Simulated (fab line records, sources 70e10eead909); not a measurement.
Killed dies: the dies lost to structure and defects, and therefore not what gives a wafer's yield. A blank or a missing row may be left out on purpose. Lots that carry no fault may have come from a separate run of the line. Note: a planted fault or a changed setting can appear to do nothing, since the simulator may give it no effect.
Matching of chambers	flow nandHarc	rieDiel-05 running NHARC_A_CHANNEL_FILL_D2_ETCHBACK_20: 4 sister chambers
The step etches the open film in C4F8/O2/Ar, target depth 27 nm, time 13.5 s. 8 wafers are shown with their chamber, then 10 later ones without.

WAFERS, EACH WITH ITS CHAMBER
wafer	chamber	rfVppV (V)	biasW (W)
L413.1	0	988	1496
L418.5	0	987	1493
L420.6	1	983	1502
L423.1	3	969	1509
L423.2	1	982	1500
L423.4	2	980	1499
L431.2	2	979	1503
L431.3	3	970	1501

WAFERS WITH NO CHAMBER GIVEN
wafer	rfVppV (V)	biasW (W)
L431.4	986	1498
L432.1	987	1506
L432.2	984	1507
L432.3	971	1498
L433.1	979	1501
L433.2	970	1504
L433.5	984	1492
L434.2	987	1504
L434.4	969	1500
L434.6	988	1503

THE CHAMBER EACH PASSED THROUGH
wafer	from the rows above	in truth
L431.4	0	0
L432.1	0	0
L432.2	1	1
L432.3	3	3
L433.1	2	2
L433.2	3	3
L433.5	can't be placed: 1 or 0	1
L434.2	0	0
L434.4	3	3
L434.6	0	0
Correct placement for 9 of the 10. Not placeable from these rows: 1 (in 1, the candidates include the true chamber). 0 placed wrongly.
How it was worked out, from the rows above alone: a wafer's distance from a chamber is the root of the sum, over the readings, of the square of ((its reading less the chamber's mean) divided by the reading's scatter). If the next closest chamber is less than 2 further off than the closest, the wafer can't be placed; otherwise it belongs to the closest. The mean given for a chamber averages the wafers shown for that chamber. How the scatter is found: for the shown wafers, subtract from each reading the mean of its chamber, square and add these, divide the total by (wafers less chambers), then take the root.
